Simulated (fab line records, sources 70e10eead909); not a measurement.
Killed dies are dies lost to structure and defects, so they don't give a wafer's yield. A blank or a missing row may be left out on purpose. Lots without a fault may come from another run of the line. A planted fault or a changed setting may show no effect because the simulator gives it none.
Which tool did it? | flow nand_harc | 12 lots, 36 wafers sampled, at 7 steps of a route of 1302

WHAT THE GAUGES READ, wafer by wafer
NHARC_A_SGD_CUT_INSPECT_11. Usual: raw_defect_count 54, standard deviation 28.
lot  | measured     | on                | raw_defect_count | flag
L625 | day 19 13:05 | defect_inspect-02 | 70 66 73         |
L626 | day 19 13:16 | defect_inspect-02 | 11 14 21         |
L627 | day 20 20:25 | defect_inspect-02 | 68 63 48         |
L631 | day 22 02:55 | defect_inspect-02 | 69 56 68         |
L630 | day 22 03:04 | defect_inspect-01 | 111 116 116      |
L639 | day 25 09:18 | defect_inspect-02 | 47 43 49         |
L638 | day 25 09:31 | defect_inspect-01 | 63 56 52         |
L640 | day 25 19:43 | defect_inspect-02 | 34 21 27         |
L644 | day 27 09:40 | defect_inspect-01 | 19 21 14         |
L645 | day 28 07:23 | defect_inspect-01 | 26 29 31         |
L646 | day 28 09:51 | defect_inspect-01 | 64 59 76         |
L647 | day 29 03:24 | defect_inspect-02 | 7 9 3            |

NHARC_A_SGD_CUT_THK_MEAS_22: measures by ellipsometry. Usual: thk_nm 148.0 nm, standard deviation 1.6.
lot  | measured     | on            | thk_nm (nm)                   | flag
L625 | day 19 19:09 | film_metro-02 | 147.9 146.4 146.7             |
L626 | day 19 19:09 | film_metro-01 | 148.3 145.2 148.9             |
L627 | day 21 02:28 | film_metro-01 | 147.2 148.3 146.6             |
L631 | day 22 08:59 | film_metro-01 | 49.1 52.2 50.4 50.0 51.9 49.2 | OFF
L630 | day 22 08:59 | film_metro-02 | 50.7 49.5 51.3 49.8 50.0 50.6 | OFF
L639 | day 25 15:23 | film_metro-02 | 150.4 147.6 147.9             |
L638 | day 25 15:24 | film_metro-01 | 147.3 143.3 148.2             |
L640 | day 26 01:52 | film_metro-01 | 150.5 149.4 149.5             |
L644 | day 27 16:01 | film_metro-02 | 146.8 148.9 147.8             |
L645 | day 28 13:40 | film_metro-02 | 147.7 149.2 151.1             |
L646 | day 28 13:40 | film_metro-01 | 148.2 146.6 151.2             |
L647 | day 29 09:38 | film_metro-01 | 149.9 150.0 148.0             |

NHARC_END_SORT_01. Usual: defect_limited_yield 91.2 %, standard deviation 2.6; killed_at_array 55, standard deviation 17; killed_at_other 0.9, standard deviation 1.2; killed_at_periphery 3.7, standard deviation 2.5; killed_dies 59, standard deviation 18; killed_open 3.4, standard deviation 1.9; killed_short 2.6, standard deviation 1.6; sort_bin_2_pct 3.1 %, standard deviation 1.2; sort_bin_3_pct 0.7 %, standard deviation 0.4; sort_bin_4_pct 4.9 %, standard deviation 1.4; sort_n_pass 618, standard deviation 18; sort_rim_yield_pct 93 %, standard deviation 3.7; sort_yield_pct 91.2 %, standard deviation 2.6.
lot  | measured     | on        | defect_limited_yield (%) | killed_at_array | killed_at_other | killed_at_periphery | killed_dies | killed_open | killed_short | sort_bin_2_pct (%) | sort_bin_3_pct (%) | sort_bin_4_pct (%) | sort_n_pass | sort_rim_yield_pct (%) | sort_yield_pct (%) | flag
L639 | day 30 09:46 | prober-02 | 89.5 93.1 90.4           | 64 42 50        | 0 0 2           | 7 5 13              | 71 47 65    | 5 2 4       | 1 2 2        | 3.1 3.7 4.0        | 1.5 0.9 0.4        | 5.9 2.4 5.2        | 606 630 612 | 90 88 88               | 89.5 93.1 90.4     |
L638 | day 30 10:31 | prober-01 | 92.3 92.2 91.7           | 50 46 53        | 0 0 0           | 2 7 3               | 52 53 56    | 4 0 5       | 4 3 1        | 3.0 2.8 3.2        | 0.7 0.6 0.1        | 4.0 4.4 4.9        | 625 624 621 | 96 95 95               | 92.3 92.2 91.7     |
L640 | day 31 19:11 | prober-01 | 89.8 93.6 91.3           | 60 38 50        | 2 0 1           | 7 5 8               | 69 43 59    | 7 6 4       | 1 2 4        | 3.1 2.2 3.2        | 0.9 0.6 0.4        | 6.2 3.5 5.0        | 608 634 618 | 92 88 92               | 89.8 93.6 91.3     |
L645 | day 33 10:50 | prober-02 | 94.4 93.6 93.9           | 31 40 35        | 2 2 4           | 5 1 2               | 38 43 41    | 5 4 4       | 2 0 3        | 1.3 1.3 1.8        | 0.3 0.4 0.4        | 4.0 4.6 3.8        | 639 634 636 | 93 96 87               | 94.4 93.6 93.9     |
L646 | day 33 13:16 | prober-01 | 89.7 89.1 89.1           | 66 70 69        | 1 1 0           | 3 3 5               | 70 74 74    | 4 3 4       | 3 2 5        | 4.4 5.0 4.0        | 0.6 0.3 1.0        | 5.3 5.6 5.9        | 607 603 603 | 91 88 90               | 89.7 89.1 89.1     |

WHICH TOOL RAN EACH LOT (tool, then ch and the chambers of the sampled wafers, then the start)
lot  | NHARC_A_SGD_CUT_ETCH_16                       | NHARC_A_SGD_CUT_DEP_20       | NHARC_A_SGD_CUT_CMP_21        | NHARC_A_SLIT_DEP_23
L625 | rie_diel-03 ch 1,2,3, day 19 14:15 or earlier | fcvd-01 ch 0,1, day 19 14:15 | cmp-03 ch 2,3, day 19 18:53   | pecvd-01 ch 0,1,2, day 20 01:13
L626 | rie_diel-08 ch 1,2, day 19 14:28 or earlier   | fcvd-02 ch 0,1, day 19 14:28 | cmp-04 ch 0,1,3, day 19 18:56 | pecvd-03 ch 1,2, day 20 00:44
L627 | rie_diel-08 ch 0,3, day 20 21:36 or earlier   | fcvd-01 ch 0,1, day 20 21:36 | cmp-02 ch 2,3, day 21 02:12   | pecvd-03 ch 1,2, day 21 07:52
L631 | rie_diel-09 ch 0,3, day 22 04:05 or earlier   | fcvd-02 ch 0,1, day 22 04:05 | cmp-03 ch 1,3, day 22 08:44   | -
L630 | rie_diel-03 ch 1,2, day 22 04:16 or earlier   | fcvd-01 ch 0,1, day 22 04:16 | cmp-04 ch 0,1,2, day 22 08:44 | -
L639 | rie_diel-08 ch 0,1,3, day 25 10:30 or earlier | fcvd-02 ch 0,1, day 25 10:30 | cmp-02 ch 0,1,3, day 25 15:08 | pecvd-03 ch 0,1,2, day 25 20:10
L638 | rie_diel-09 ch 0,3, day 25 10:44 or earlier   | fcvd-01 ch 0,1, day 25 10:44 | cmp-04 ch 0,1,3, day 25 15:13 | pecvd-01 ch 0,2, day 25 20:03
L640 | rie_diel-09 ch 0,1,2, day 25 20:53 or earlier | fcvd-02 ch 0,1, day 25 20:53 | cmp-02 ch 0,1,3, day 26 01:36 | pecvd-03 ch 0,1,2, day 26 10:10
L644 | rie_diel-09 ch 1,3, day 27 10:59 or earlier   | fcvd-01 ch 0,1, day 27 10:59 | cmp-03 ch 0,2,3, day 27 15:47 | pecvd-04 ch 0,1,2, day 27 20:49
L645 | rie_diel-08 ch 0,1, day 28 08:37 or earlier   | fcvd-01 ch 1, day 28 08:37   | cmp-03 ch 1,3, day 28 13:24   | pecvd-01 ch 1,2, day 28 19:45
L646 | rie_diel-03 ch 1,2, day 28 11:07 or earlier   | fcvd-01 ch 0,1, day 28 11:07 | cmp-04 ch 0,1,2, day 28 13:29 | pecvd-04 ch 0,1,2, day 28 20:55
L647 | rie_diel-08 ch 1,2,3, day 29 05:04 or earlier | fcvd-02 ch 0,1, day 29 05:04 | cmp-03 ch 1,2,3, day 29 09:23 | pecvd-03 ch 0,2, day 29 16:12
- NHARC_A_SGD_CUT_ETCH_16: etches the open film in C4F8/O2/Ar, target depth 310.5 nm, time 155.2 s.
- NHARC_A_SGD_CUT_DEP_20: deposits SiO2, target thk 150 nm.
- NHARC_A_SGD_CUT_CMP_21: polishes, target thk 148.19 nm.
- NHARC_A_SLIT_DEP_23: deposits SiON, target thk 100 nm.

WHAT THE TOOLS THEMSELVES READ (means of the sampled wafers that have a number; where no wafer has one, the mark that the record gives instead)
NHARC_A_SGD_CUT_ETCH_16. Usual: oes_product_au 0.966 a.u., standard deviation 0.018; rf_vpp_V 720 V, standard deviation 3.4.
lot  | tool        | oes_product_au (a.u.) | rf_vpp_V (V) | flag
L625 | rie_diel-03 | 0.958                 | 721          |
L626 | rie_diel-08 | 0.958                 | 721          |
L627 | rie_diel-08 | 0.948                 | 721          |
L631 | rie_diel-09 | 1.001                 | 718          |
L630 | rie_diel-03 | 0.976                 | 720          |
L639 | rie_diel-08 | 0.964                 | 720          |
L638 | rie_diel-09 | 0.973                 | 717          |
L640 | rie_diel-09 | 0.988                 | 721          |
L644 | rie_diel-09 | 0.971                 | 724          |
L645 | rie_diel-08 | 0.954                 | 721          |
L646 | rie_diel-03 | 0.977                 | 721          |
L647 | rie_diel-08 | 0.947                 | 720          |

NHARC_A_SGD_CUT_CMP_21. Usual: motor_current_A 11.9 A, standard deviation 1.2; time_to_endpoint_s 51 s, standard deviation 4.4.
lot  | tool   | motor_current_A (A) | time_to_endpoint_s (s) | flag
L625 | cmp-03 | 13.0                | 57                     |
L626 | cmp-04 | 10.8                | 45                     |
L627 | cmp-02 | 11.3                | 46                     |
L631 | cmp-03 | 11.9                | 20                     | OFF
L630 | cmp-04 | 10.9                | 13                     | OFF
L639 | cmp-02 | 11.8                | 48                     |
L638 | cmp-04 | 11.0                | 48                     |
L640 | cmp-02 | 12.0                | 50                     |
L644 | cmp-03 | 12.6                | 53                     |
L645 | cmp-03 | 11.6                | 55                     |
L646 | cmp-04 | 11.0                | 51                     |
L647 | cmp-03 | 12.7                | 56                     |

NHARC_A_SLIT_DEP_23. Usual: heater_power_w 755 W, standard deviation 85.
lot  | tool     | heater_power_w (W) | flag
L625 | pecvd-01 | 678                |
L626 | pecvd-03 | 858                |
L627 | pecvd-03 | 777                |
L639 | pecvd-03 | 827                |
L638 | pecvd-01 | 684                |
L640 | pecvd-03 | 823                |
L644 | pecvd-04 | 819                |
L645 | pecvd-01 | 682                |
L646 | pecvd-04 | 823                |
L647 | pecvd-03 | 758                |

THE ANSWER, worked out from the rows above alone
Rule: a lot is off if the mean of its wafers that have a number lies more than 3 standard deviations from the usual mean. A lot without any number at a reading at which 4 lots or more have one is off too. The other lots that the step has rows for count as sound. The gauges are gone through in route order, then the tools' own readings, and for those a lot's mean is taken as printed above. The first step at which some lot is off is used, and at that step the reading that is off furthest; a lot without a number counts as furthest.
Off: L631, L630, at NHARC_A_SGD_CUT_THK_MEAS_22 (thk_nm).
A tool fits if, at a process step before that reading, it ran every lot that is off, and no sound lot after the first of them. The gauges at NHARC_A_SGD_CUT_THK_MEAS_22 aren't tried: what is off there is off at NHARC_A_SGD_CUT_CMP_21 too, on other tools, and a gauge's error can't cause that. NHARC_A_SGD_CUT_ETCH_16 gives no start for some lots, so the hours and the order of its lots are those of NHARC_A_SGD_CUT_DEP_20. None of those tried fits.

WHAT THE SIMULATOR HAD PUT IN
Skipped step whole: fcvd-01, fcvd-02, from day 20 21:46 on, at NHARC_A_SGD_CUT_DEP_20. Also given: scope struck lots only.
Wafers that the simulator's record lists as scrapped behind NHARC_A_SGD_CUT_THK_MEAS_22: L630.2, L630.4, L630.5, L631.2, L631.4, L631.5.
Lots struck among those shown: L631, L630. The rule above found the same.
